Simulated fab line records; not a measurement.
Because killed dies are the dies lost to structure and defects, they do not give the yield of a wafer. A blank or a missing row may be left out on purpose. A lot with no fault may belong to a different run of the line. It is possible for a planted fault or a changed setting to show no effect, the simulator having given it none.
Chamber matching	flow n5-finfet	rie-diel-03 running N5_BEOL_M11_DESCUM_16: 4 sister chambers
The step chemistry O2, time 7.9 s. 4 wafers are shown with their chamber, then 10 later ones without.

## WAFERS PAIRED WITH THEIR CHAMBERS
wafer	chamber	showerhead-plenum-p-Torr (Torr)
L090.3	0	2.21
L090.4	1	2.18
L089.3	2	1.97
L089.4	3	2.14

## WAFERS WHOSE CHAMBER IS MISSING
wafer	showerhead-plenum-p-Torr (Torr)
L089.5	2.21
L092.2	1.97
L092.5	2.18
L092.6	1.97
L095.2	1.97
L095.4	2.13
L095.5	2.13
L097.4	2.18
L097.5	1.97
L097.6	2.18

## CHAMBER TAKEN BY EACH
wafer	from the rows above	in truth
L089.5	0	0
L092.2	2	2
L092.5	1	1
L092.6	2	2
L095.2	2	2
L095.4	3	3
L095.5	3	3
L097.4	1	1
L097.5	2	2
L097.6	1	1
10 of 10 placed correctly. Can't be placed from these rows: 0. Placed wrongly: 0.
How it was worked out, from the rows above alone: a wafer's distance from a chamber is the root of the sum, over the readings, of the square of ((its reading less the chamber's mean) divided by the reading's scatter). The wafer belongs to the nearest chamber; if the next one is less than 2 further off, it can't be placed. A chamber's mean is the mean of its shown wafers. The scatter: root of mean squared gap, hidden wafer to nearest shown wafer, with one shown wafer a chamber.
